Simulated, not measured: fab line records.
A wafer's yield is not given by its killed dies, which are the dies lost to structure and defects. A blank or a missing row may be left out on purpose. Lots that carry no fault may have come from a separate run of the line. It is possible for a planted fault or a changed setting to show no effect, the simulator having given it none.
fab line records | flow n5Finfet
[record] lots = 6 wafers = 18 lastDay = 17
route steps=1938 shown BEOL_M3@960 BEOL_M4@1111 PASSIVATION@1936
lots that met no fault: taken from a fault-free run of the same line
startH: hours from the record's first day to the start of the lot's first wafer shown | waitH: hours from the lot's prior step to this one | " unchanged from the row above | L1.1+2: one row covering several wafers at once | - no value present, or no start provided | * or withheld: withheld | < > ~ a bound
route shown NAME@n: names a module that has steps shown in the file, with the first one's number in the route | usual: average and standard deviation across the fault-free wafers | same: alike in all rows | chamber/n: place in a boat | sites: each site's reading | _std_site: their standard deviation | _edge_site: mean of outer sites minus mean of inner sites | radiusMm: how far each site lies from the wafer's centre | mask NAME#n: copy n | behind: the tool/chamber that last shaped the wafer | hold: cause of the lot's hold/its duration in hours/its outcome | device: which transistor (n, p or np) failed to switch | end of line: the same wafers' tests at the end of the route | for a step that has no rows: nothing shown but its recipe | killed: count of dies lost to structure and defects at first sort (not the wafer's yield) | map: a wafer's dies, marking killed ones x, the rest . and places with no die _
set.NAME: the setting that was run; set.NAME@STEP: the one run at that earlier step | model.NAME: the simulator's own value behind a step, which no gauge read
lots at some steps of the route; a table a step, a row a wafer
services: a tool's chamber out of use, with start hour (startH, from the record's first day; less than 0 if before it), hours out, and reason
[[steps]]
[step N5_BEOL_M3_COAT_22]
[recipe] resist = CAR-EUV spinRpm = 1500 resistThkNm = 30
[step N5_BEOL_M3_EBR_24]
[recipe] solvent = PGMEA ebrWidthMm = 1.5
[step N5_BEOL_M3_SOFTBAKE_23]
[recipe] tempC = 110 timeS = 60 resist = CAR-EUV
[step N5_BEOL_M3_EXPOSE_25]
[recipe] maskId = V2 na = 0.33 sourceShape = quasar sigmaInner = 0.2 sigmaOuter = 0.8 polarization = unpolarized defocusNm = 5 doseMj = 63
[step N5_BEOL_M3_PEB_26]
[recipe] pebTempC = 100 pebTimeS = 60 resist = CAR-EUV
[step N5_BEOL_M3_DEVELOP_27]
[recipe] developTimeS = 30 developer = TMAH resist = CAR-EUV rinseLiquid = surfactantRinse dry = airSpin devTempC = 23
[step N5_BEOL_M3_CD_MEAS_28]
[recipe] targetCdNm = 25.7 landingEnergyEv = 500 detector = seInlens targetCdYNm = 23.3 polarity = opening
[usual] cdNm = 25.66/0.26
// columns lot.wafer tool chamber startH waitH cdNm
L484.2 cdSem-03 0 152.30 - 26.19
L484.3 " 0 " " 25.57
L484.6 " 0 " " 25.57
L485.1 cdSem-03 0 157.06 - 25.67
L485.2 " 0 " " 25.85
L485.3 " 0 " " 26.17
L496.2 cdSem-02 0 214.01 - 25.54
L496.4 " 0 " " 25.83
L496.6 " 0 " " 26.25
L497.2 cdSem-02 0 229.25 - 25.85
L497.3 " 0 " " 25.62
L497.4 " 0 " " 25.68
L498.2 cdSem-02 0 236.11 - 25.71
L498.5 " 0 " " 25.50
L498.6 " 0 " " 25.36
L502.4 cdSem-03 0 254.30 - 25.88
L502.5 " 0 " " 25.77
L502.6 " 0 " " 25.59
[step N5_BEOL_M3_OVL_MEAS_29]
[recipe] pointsPerWafer = 522
[usual] V2_OVL = -0.4/0.62
// columns lot.wafer tool chamber startH waitH V2_OVL[nm]
L484.2 overlay-02 0 152.33 0.0 0.8
L484.3 " 0 " " 0.8
L484.6 " 0 " " 0.4
L485.1 overlay-01 0 157.09 0.0 -0.6
L485.2 " 0 " " -1.1
L485.3 " 0 " " 0.0
L496.2 overlay-02 0 214.05 0.0 -0.2
L496.4 " 0 " " -0.5
L496.6 " 0 " " -0.4
L497.2 overlay-02 0 229.28 0.0 0.6
L497.3 " 0 " " -0.3
L497.4 " 0 " " -0.2
L498.2 overlay-02 0 236.15 0.0 0.4
L498.5 " 0 " " -0.8
L498.6 " 0 " " -0.8
L502.4 overlay-02 0 254.34 0.0 -0.3
L502.5 " 0 " " -0.2
L502.6 " 0 " " 0.1
[step N5_BEOL_M3_INSPECT_30]
[recipe] mode = adi inspectInstrument = brightfield
[usual] rawDefectCount = 371/69
// columns lot.wafer tool chamber startH waitH rawDefectCount
L484.2 defectInspect-01 - 152.38 0.0 302
L484.3 " - " " 369
L484.6 " - " " 422
L485.1 defectInspect-02 - 157.15 0.1 394
L485.2 " - " " 404
L485.3 " - " " 318
L496.2 defectInspect-01 - 214.10 0.0 381
L496.4 " - " " 339
L496.6 " - " " 469
L497.2 defectInspect-01 - 229.33 0.0 335
L497.3 " - " " 382
L497.4 " - " " 325
L498.2 defectInspect-02 - 236.21 0.1 403
L498.5 " - " " 424
L498.6 " - " " 518
L502.4 defectInspect-02 - 254.38 0.0 229
L502.5 " - " " 409
L502.6 " - " " 350
[step N5_BEOL_M3_DESCUM_33]
[recipe] chemistry = O2 timeS = 7 sourcePowerW = 50 biasPowerW = 20 pressureMtorr = 20 rfFrequencyHz = 2.712e+07 tempC = 40 resist = CAR-EUV o2FlowSccm = 225
[usual] drypumpMotorCurrentA = 5.7/0.58 oesProductAu = 0.79/0.092 rfVppV = 243.1/1.2 showerheadPlenumPTorr = 2.09/0.061 tempC = 40.00/0.098 throttleValvePct = 20.4/0.32
// columns lot.wafer tool chamber startH waitH drypumpMotorCurrentA oesProductAu rfHoursCounterH rfVppV showerheadPlenumPTorr tempC throttleValvePct
L484.2 rieDiel-04 0 152.42 0.0 5.7 0.67 236 244.3 2.14 39.95 21.0
L484.3 " 2 " " 5.7 0.92 12 243.5 2.16 39.90 20.6
L484.6 " 0 " " 5.7 0.67 - 245.0 2.14 39.94 21.0
L485.1 rieDiel-01 1 157.47 0.3 5.2 0.71 201 242.8 2.07 39.96 20.7
L485.2 " 2 " " 6.1 0.99 8 243.0 2.03 39.91 19.8
L485.3 " 3 " " 6.4 0.89 49 243.5 2.04 39.88 20.3
L496.2 rieDiel-03 3 214.14 0.0 6.2 0.71 212 244.5 2.17 40.10 20.5
L496.4 " 2 " " 5.5 0.67 234 241.6 2.00 39.96 20.8
L496.6 " 2 " " 5.5 0.68 - 243.0 2.00 39.94 20.8
L497.2 rieDiel-04 3 229.58 0.2 6.6 0.70 204 241.2 2.00 40.02 20.9
L497.3 " 2 " " 5.7 0.86 38 243.0 2.15 39.98 20.7
L497.4 " 0 " " 5.7 0.96 - 245.2 2.13 40.03 20.6
L498.2 rieDiel-04 2 236.24 0.0 5.7 0.86 40 242.7 2.15 39.99 20.7
L498.5 " 2 " " 5.7 0.86 - 243.8 2.15 39.94 20.7
L498.6 " 1 " " 6.5 0.79 - 243.9 2.10 39.92 20.5
L502.4 rieDiel-04 0 254.42 0.0 5.8 0.92 13 243.1 2.13 39.97 20.6
L502.5 " 2 " " 5.7 0.85 - 242.8 2.15 40.00 20.7
L502.6 " 1 " " 6.5 0.79 - 241.7 2.10 39.95 20.5
[step N5_BEOL_M3_ETCH_77]
[recipe] chemistry = N2/H2 target = underlayer targetDepthA = 65 maskMaterial = CAR-EUV timeS = 5.2 ionEnergyEv = 200 pressureMtorr = 30 sourceW = 840 biasW = 150 n2FlowSccm = 200 h2FlowSccm = 200 ends = cleared
[usual] drypumpMotorCurrentA = 5.7/0.58 etchRfOnTimeS = 5.21/0.13 oesProductAu = 0.67/0.079 rfVppV = 523.7/2.5 showerheadPlenumPTorr = 2.54/0.073 throttleValvePct = 17.81/0.27
// columns lot.wafer tool chamber startH waitH drypumpMotorCurrentA etchRfOnTimeS oesProductAu rfHoursCounterH rfVppV showerheadPlenumPTorr throttleValvePct
L484.2 rieDiel-04 0 152.45 0.0 5.8 5.23 0.58 236 528.5 2.62 18.48
L484.3 " 2 " " 5.7 5.30 0.76 12 524.8 2.62 18.03
L484.6 " 0 " " 5.7 5.32 0.57 - 526.1 2.62 18.47
L485.1 rieDiel-01 1 157.51 0.0 5.2 5.23 0.61 201 525.0 2.52 18.17
L485.2 " 2 " " 6.1 5.03 0.86 8 522.3 2.51 17.50
L485.3 " 3 " " 6.3 5.25 0.74 50 522.5 2.49 17.68
L496.2 rieDiel-03 3 214.17 0.0 6.2 5.31 0.60 212 524.5 2.62 17.73
L496.4 " 2 " " 5.5 5.38 0.58 234 517.8 2.40 18.03
L496.6 " 2 " " 5.5 5.42 0.57 - 517.5 2.40 18.03
L497.2 rieDiel-04 3 229.62 0.0 6.6 5.33 0.61 205 520.1 2.42 18.20
L497.3 " 2 " " 5.7 5.33 0.71 38 525.8 2.61 18.11
L497.4 " 0 " " 5.8 5.06 0.82 - 527.8 2.61 18.06
L498.2 rieDiel-04 2 236.28 0.0 5.7 5.28 0.72 40 526.8 2.61 18.10
L498.5 " 2 " " 5.7 5.23 0.73 - 524.9 2.61 18.10
L498.6 " 1 " " 6.5 5.22 0.67 - 524.8 2.54 17.84
L502.4 rieDiel-04 0 254.45 0.0 5.7 5.08 0.79 13 524.4 2.61 18.08
L502.5 " 2 " " 5.7 5.31 0.71 - 527.1 2.60 18.10
L502.6 " 1 " " 6.5 5.27 0.65 - 523.1 2.54 17.86
[step N5_BEOL_M3_ETCH_69]
[recipe] chemistry = CF4 target = SiARC targetDepthA = 156 maskMaterial = CAR-EUV timeS = 26 ionEnergyEv = 80 pressureMtorr = 40 sourceW = 545 biasW = 36 Ar_flow_sccm = 100 cf4FlowSccm = 100 ends = cleared
[usual] drypumpMotorCurrentA = 5.7/0.58 etchRfOnTimeS = 26.3/0.75 mfcArSccm = 100.0/0.31 oesProductAu = 0.67/0.079 rfVppV = 184.0/1.1 showerheadPlenumPTorr = 2.14/0.062 throttleValvePct = 15.60/0.26
// columns lot.wafer tool chamber startH waitH drypumpMotorCurrentA etchRfOnTimeS mfcArSccm oesProductAu rfHoursCounterH rfVppV showerheadPlenumPTorr throttleValvePct
L484.2 rieDiel-04 0 152.47 0.0 5.7 26.1 99.7 0.58 236 184.2 2.20 16.23
L484.3 " 2 " " 5.7 26.9 100.2 0.76 12 184.1 2.21 15.63
L484.6 " 0 " " 5.7 26.1 100.0 0.58 - 185.3 2.20 16.23
L485.1 rieDiel-01 1 157.53 0.0 5.2 26.2 99.9 0.60 201 185.8 2.11 15.88
L485.2 " 2 " " 6.1 25.0 99.7 0.84 8 184.3 2.10 15.16
L485.3 " 3 " " 6.4 26.4 99.6 0.74 50 184.2 2.10 15.40
L496.2 rieDiel-03 3 214.19 0.0 6.3 26.9 100.5 0.60 212 183.8 2.22 15.73
L496.4 " 2 " " 5.5 27.1 100.3 0.58 234 182.5 2.04 15.87
L496.6 " 2 " " 5.5 27.0 100.6 0.58 - 182.2 2.04 15.88
L497.2 rieDiel-04 3 229.63 0.0 6.6 26.8 99.9 0.60 205 183.5 2.03 15.92
L497.3 " 2 " " 5.7 26.9 100.0 0.71 38 184.3 2.20 15.67
L497.4 " 0 " " 5.7 25.2 100.2 0.82 - 186.4 2.20 15.75
L498.2 rieDiel-04 2 236.29 0.0 5.7 26.9 100.0 0.71 40 184.6 2.20 15.69
L498.5 " 2 " " 5.7 26.7 99.8 0.72 - 185.5 2.20 15.67
L498.6 " 1 " " 6.5 27.1 100.1 0.65 - 184.3 2.16 15.62
L502.4 rieDiel-04 0 254.47 0.0 5.7 25.4 100.5 0.79 13 183.9 2.19 15.78
L502.5 " 2 " " 5.7 27.1 99.9 0.70 - 184.5 2.19 15.69
L502.6 " 1 " " 6.5 26.9 99.9 0.64 - 185.2 2.15 15.63
[step N5_BEOL_M3_ALD_98]
[recipe] material = SiO2 targetThkA = 25 tempC = 100 aldPrecursorFamily = BDEAS aldCoReactant = O2-plasma pulseTimeS = 1 coReactantPulseTimeS = 1 purgeTimeS = 2 coReactantPurgeTimeS = 2 aldCycles = 17 pressureTorr = 2
[usual] aldCycles = 17/0 chamberPressureTorr = 2.000/0.0044 heaterPowerW = 79/6.7 precursorPulseHeightRel = 1.001/0.021 purgeTimeS = 2/0
// columns lot.wafer tool chamber startH waitH aldCycles chamberPressureTorr heaterPowerW precursorPulseHeightRel purgeTimeS
L484.2 aldSin-03 3 152.55 0.1 17 2.006 70 0.972 2
L484.3 " 2 " " 17 1.998 77 0.980 2
L484.6 " 1 " " 17 1.997 71 0.996 2
L485.1 aldSin-01 2 157.61 0.1 17 1.994 76 0.975 2
L485.2 " 3 " " 17 1.993 82 1.026 2
L485.3 " 1 " " 17 2.003 75 0.970 2
L496.2 aldSin-01 0 214.27 0.1 - - - - -
L496.4 " 2 " " - - - - -
L496.6 " 2 " " - - - - -
L497.2 aldSin-01 2 229.72 0.1 - - - - -
L497.3 " 0 " " - - - - -
L497.4 " 1 " " - - - - -
L498.2 aldSin-04 3 236.38 0.1 17 2.000 88 1.029 2
L498.5 " 1 " " 17 1.995 79 0.999 2
L498.6 " 2 " " 17 1.999 79 0.979 2
L502.4 aldSin-03 3 254.55 0.1 17 1.998 74 1.025 2
L502.5 " 3 " " 17 1.996 74 0.985 2
L502.6 " 2 " " 17 1.997 73 0.985 2
[step N5_BEOL_M3_ETCHBACK_99]
[recipe] chemistry = CHF3 target = SiO2 targetDepthA = 50 timeS = 10.4 sourceW = 215 biasW = 47 Ar_flow_sccm = 200 CHF3_flow_sccm = 12 ionEnergyEv = 100 pressureMtorr = 30
[usual] drypumpMotorCurrentA = 5.8/0.61 mfcArSccm = 199.9/0.58 oesProductAu = 0.80/0.091 rfVppV = 243/5.3 showerheadPlenumPTorr = 2.14/0.062 throttleValvePct = 17.10/0.28
// columns lot.wafer tool chamber startH waitH drypumpMotorCurrentA mfcArSccm oesProductAu rfHoursCounterH rfVppV showerheadPlenumPTorr throttleValvePct
L484.2 rieDiel-01 1 156.87 4.3 5.2 199.4 0.72 200 234 2.11 17.32
L484.3 " 2 " " 6.1 199.2 0.99 8 239 2.09 16.52
L484.6 " 0 " " 4.8 200.9 0.90 - 237 2.19 16.85
L485.1 rieDiel-04 0 161.85 4.2 5.7 200.4 0.67 239 240 2.21 17.65
L485.2 " 3 " " 6.6 200.2 0.73 182 245 2.05 17.35
L485.3 " 2 " " 5.7 198.8 0.89 15 255 2.23 17.18
L496.2 rieDiel-01 0 218.13 3.8 4.8 200.1 0.87 56 237 2.18 16.89
L496.4 " 1 " " 5.2 199.9 0.70 221 235 2.10 17.35
L496.6 " 1 " " 5.2 199.8 0.70 - 235 2.10 17.35
L497.2 rieDiel-04 3 233.97 4.2 6.6 199.8 0.71 206 245 2.04 17.38
L497.3 " 0 " " 5.8 200.0 0.96 7 240 2.20 17.23
L497.4 " 0 " " 5.7 200.1 0.96 - 241 2.20 17.21
L498.2 rieDiel-03 3 245.33 8.9 6.2 199.5 0.70 222 247 2.23 17.18
L498.5 " 3 " " 6.3 199.9 0.70 - 248 2.23 17.19
L498.6 " 2 " " 5.5 200.0 0.67 - 246 2.04 17.38
L502.4 rieDiel-01 3 254.95 0.3 6.4 199.6 0.84 80 242 2.11 17.02
L502.5 " 2 " " 6.1 198.9 0.92 - 239 2.08 16.59
L502.6 " 3 " " 6.4 200.3 0.84 - 244 2.11 17.02
[step N5_BEOL_M4_RC_MEAS_101]
[usual] DIBL_N = 35.9/1.7 DIBL_P = 36.0/2.2 IOFF_N = 0.16/0.031 IOFF_P = 0.21/0.039 ION_N = 678/13 ION_P = 464/8.8 SS_N = 71.5/0.61 SS_P = 73.2/0.68 VT_N = 249/3.3 VT_P = -250/3.8
// columns lot.wafer tool chamber startH waitH DIBL_N[mV/V] DIBL_P[mV/V] IOFF_N[nA/um] IOFF_P[nA/um] ION_N[uA/um] ION_P[uA/um] SS_N[mV/dec] SS_P[mV/dec] VT_N[mV] VT_P[mV]
L484.2 prober-01 0 169.48 0.2 36.0 36.5 0.18 0.25 687 480 71.6 73.4 247 -246
L484.3 " 0 " " 33.9 32.9 0.12 0.20 670 465 71.3 72.4 255 -248
L484.6 " 0 " " 35.5 36.2 0.17 0.26 693 483 71.5 74.1 247 -246
L485.1 prober-01 0 175.21 0.0 36.7 36.9 0.19 0.24 687 470 71.7 73.3 247 -247
L485.2 " 0 " " 35.6 35.2 0.17 0.21 687 469 71.7 73.4 245 -250
L485.3 " 0 " " 36.0 35.6 0.18 0.22 699 477 71.8 73.3 246 -248
L496.2 prober-02 0 235.56 0.2 37.9 38.5 0.19 0.22 684 469 71.8 73.8 247 -248
L496.4 " 0 " " 38.8 40.5 0.20 0.26 689 472 71.7 74.3 245 -247
L496.6 " 0 " " 37.8 39.4 0.19 0.25 677 465 72.4 73.5 245 -249
L497.2 prober-02 0 250.32 0.2 37.2 38.3 0.20 0.28 681 476 70.6 74.5 243 -245
L497.3 " 0 " " 35.0 35.0 0.16 0.22 672 462 71.5 72.3 248 -245
L497.4 " 0 " " 31.6 30.9 0.10 0.15 653 461 70.6 71.4 257 -252
L498.2 prober-02 0 261.86 0.2 35.1 37.0 0.17 0.22 684 469 71.9 73.0 248 -250
L498.5 " 0 " " 34.5 35.0 0.16 0.19 684 464 71.2 72.7 248 -250
L498.6 " 0 " " 35.5 37.2 0.20 0.23 684 464 71.9 73.9 243 -249
L502.4 prober-01 0 272.47 0.5 34.7 34.0 0.14 0.18 667 453 70.7 73.8 251 -252
L502.5 " 0 " " 35.6 34.1 0.14 0.18 670 462 70.9 73.1 251 -253
L502.6 " 0 " " 34.0 32.4 0.12 0.16 662 450 70.1 72.2 252 -255
[step N5_PASSIVATION_PROBE_49]
[usual] defectLimitedYield = 90.9/1.5 killed_at_M0_to_M3 = 36/10 killed_at_M4_up = 13/5.5 killedAtContacts = 12/5.6 killedAtFrontEnd = 42/12 killedAtOther = 4/3.2 killedDies = 108/18 killedOpen = 71/13 killedShort = 34/7.8 sort_bin_5_function = 5.4/1 sort_bin_6_memory = 3.4/0.68 sortNPass = 1072/18 sortYieldPct = 90.9/1.5
[same] grossDies = 1180 killedAtBackSide = 0 sort_bin_4_leakage[%] = 0 sort_bin_8_speed[%] = 0
// columns lot.wafer tool chamber startH waitH defectLimitedYield[%] killed_at_M0_to_M3 killed_at_M4_up killedAtContacts killedAtFrontEnd killedAtOther killedDies killedOpen killedShort sort_bin_5_function[%] sort_bin_6_memory[%] sortNPass sortYieldPct[%]
L484.2 prober-02 - 272.00 0.1 91.4 36 13 8 45 0 102 62 37 4.8 3.6 1078 91.4
L484.3 prober-02 - 272.05 0.1 89.5 42 19 10 50 3 124 86 29 6.2 3.5 1056 89.5
L484.6 prober-02 - 272.20 0.3 90.9 36 8 8 43 12 107 67 38 5.4 3.3 1073 90.9
L485.1 prober-02 - 275.93 0.0 90.7 38 11 5 48 8 110 76 32 5.8 3.3 1070 90.7
L485.2 prober-02 - 275.98 0.1 91.1 36 17 4 45 3 105 73 30 5.3 3.4 1075 91.1
L485.3 prober-02 - 276.03 0.1 89.2 36 13 10 64 4 127 85 35 6.1 4.1 1053 89.2
L498.2 prober-01 - 376.71 0.1 90.6 27 16 11 53 4 111 75 36 5.8 3.2 1069 90.6
L498.5 prober-01 - 376.86 0.2 90.0 42 6 19 47 4 118 81 34 5.6 3.9 1062 90.0
L498.6 prober-01 - 376.91 0.3 91.2 37 7 3 57 0 104 68 30 5.9 2.4 1076 91.2
L502.4 prober-01 - 401.05 0.2 91.4 47 11 6 37 0 101 69 28 5.1 3.0 1079 91.4
L502.5 prober-01 - 401.10 0.2 90.2 29 17 9 59 2 116 85 30 6.1 3.4 1064 90.2
L502.6 prober-01 - 401.15 0.3 89.2 35 19 16 46 12 128 81 45 6.7 3.7 1052 89.2
// killed by level:class
L484.2 BEOL_M0_SAQP:geometricParticle:short=12 FIN_SAQP:geometricParticle:short=11 STI_FIN_REVEAL:geometricParticle:open=9 BEOL_M0_SAQP:geometricParticle:open=9 MOL_CONTACT_COAG:geometricParticle:open=7 DUMMY_GATE:geometricParticle:open=6 BEOL_M3:geometricParticle:open=6 BEOL_M4:geometricParticle:open=5
L484.3 FIN_SAQP:geometricParticle:open=16 BEOL_M0_SAQP:geometricParticle:open=16 BEOL_M3:geometricParticle:open=11 BEOL_M0_SAQP:geometricParticle:short=9 STI_FIN_REVEAL:geometricParticle:open=7 BEOL_M4:geometricParticle:open=7 MOL_CONTACT_COAG:geometricParticle:open=7 HKMG_FIN:areaEtch=7
L484.6 GATE_CUT:geometricParticle:short=8 BEOL_M0_SAQP:geometricParticle:short=8 BEOL_M0_SAQP:geometricParticle:open=8 BEOL_M2:geometricParticle:open=8 FIN_SAQP:geometricParticle:short=7 BEOL_M3:geometricParticle:open=7 MOL_CONTACT_COAG:geometricParticle:open=6 STI_FIN_REVEAL:geometricParticle:open=5
L485.1 STI_FIN_REVEAL:geometricParticle:open=23 BEOL_M3:geometricParticle:open=15 BEOL_M1:geometricParticle:open=6 FIN_SAQP:geometricParticle:open=5 FIN_SAQP:geometricParticle:short=5 STI_FIN_REVEAL:geometricParticle:short=5 BEOL_M2:geometricParticle:open=5 MOL_CONTACT_COAG:geometricParticle:open=4
L485.2 STI_FIN_REVEAL:geometricParticle:open=16 BEOL_M3:geometricParticle:open=12 BEOL_M2:geometricParticle:open=7 BEOL_M0_SAQP:geometricParticle:short=6 FIN_SAQP:geometricParticle:open=5 FIN_SAQP:geometricParticle:short=5 STI_FIN_REVEAL:geometricParticle:short=5 BEOL_M4:geometricParticle:open=5
L485.3 STI_FIN_REVEAL:geometricParticle:open=16 FIN_SAQP:geometricParticle:open=10 BEOL_M3:geometricParticle:open=9 GATE_CUT:geometricParticle:short=9 BEOL_M4:geometricParticle:open=8 BEOL_M0_SAQP:geometricParticle:short=7 BEOL_M2:geometricParticle:open=7 MOL_CONTACT_COAG:geometricParticle:open=6
L498.2 STI_FIN_REVEAL:geometricParticle:open=21 BEOL_M0_SAQP:geometricParticle:short=12 FIN_SAQP:geometricParticle:open=11 BEOL_M4:geometricParticle:open=9 MOL_CONTACT_COAG:geometricParticle:open=6 BEOL_M0_SAQP:geometricParticle:open=6 MOL_CONTACT_COAG:geometricParticle:short=5 BEOL_M1:geometricParticle:open=5
L498.5 MOL_CONTACT_COAG:geometricParticle:open=16 BEOL_M0_SAQP:geometricParticle:short=14 FIN_SAQP:geometricParticle:open=13 BEOL_M0_SAQP:geometricParticle:open=8 FIN_SAQP:geometricParticle:short=7 BEOL_M1:geometricParticle:open=7 STI_FIN_REVEAL:geometricParticle:open=7 BEOL_M2:geometricParticle:open=7
L498.6 FIN_SAQP:geometricParticle:open=13 STI_FIN_REVEAL:geometricParticle:open=11 FIN_SAQP:geometricParticle:short=10 BEOL_M1:geometricParticle:open=9 BEOL_M0_SAQP:geometricParticle:open=7 BEOL_M1:geometricParticle:short=6 BEOL_M3:geometricParticle:open=5 BEOL_M2:geometricParticle:open=5
L502.4 BEOL_M3:geometricParticle:open=15 BEOL_M2:geometricParticle:open=9 STI_FIN_REVEAL:geometricParticle:open=8 BEOL_M0_SAQP:geometricParticle:open=7 DUMMY_GATE:geometricParticle:open=6 FIN_SAQP:geometricParticle:open=5 BEOL_M0_SAQP:geometricParticle:short=5 MOL_CONTACT_COAG:geometricParticle:open=4
L502.5 STI_FIN_REVEAL:geometricParticle:open=30 BEOL_M0_SAQP:geometricParticle:short=8 FIN_SAQP:geometricParticle:short=7 MOL_CONTACT_COAG:geometricParticle:open=7 BEOL_M4:geometricParticle:open=7 BEOL_M0_SAQP:geometricParticle:open=6 BEOL_M2:geometricParticle:open=5 BEOL_M3:geometricParticle:open=5
L502.6 MOL_CONTACT_COAG:geometricParticle:open=14 STI_FIN_REVEAL:geometricParticle:open=12 FIN_SAQP:geometricParticle:short=11 BEOL_M3:geometricParticle:open=10 FIN_SAQP:geometricParticle:open=7 STI_FIN_REVEAL:geometricParticle:short=6 BEOL_M2:geometricParticle:open=6 BEOL_M5:geometricParticle:open=5
[[services]]
// columns tool chamber startH hours kind
rieDiel-04 1 129.49 9.0 repair
rieDiel-04 0 130.52 10.4 repair
rieDiel-04 1 139.52 4.0 repair
aldSin-03 - 178.35 14.0 pm
aldSin-03 0 178.35 14.0 ventCycle
aldSin-03 1 178.35 14.0 ventCycle
aldSin-03 2 178.35 14.0 ventCycle
aldSin-03 3 178.35 14.0 ventCycle
aldSin-03 0 192.35 - clean
aldSin-03 1 192.35 - clean
aldSin-03 2 192.35 - clean
aldSin-03 3 192.35 - clean
rieDiel-04 0 197.34 - clean
rieDiel-04 0 197.34 - consumableReplace:focusRing
rieDiel-04 0 197.34 18.8 scheduledDown
rieDiel-04 0 197.34 18.8 ventCycle
aldSin-01 3 214.81 5.2 repair
rieDiel-04 1 221.30 13.8 repair
rieDiel-01 1 240.27 4.0 repair
[[key]]
[firstSign] step = N5_BEOL_M3_ALD_98 reading = toolRecord direction = missing
effect none on later readings
metAt N5_BEOL_M3_ALD_98
struckWafers L496.2,L496.4,L496.6,L497.2,L497.3,L497.4
onsetBetween 157.61 214.27
[fault] kind = skippedStepWhole tool = aldSin-01 chamber = - onsetH = 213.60 steps = N5_BEOL_M3_ALD_98 scope = struckLotsOnly
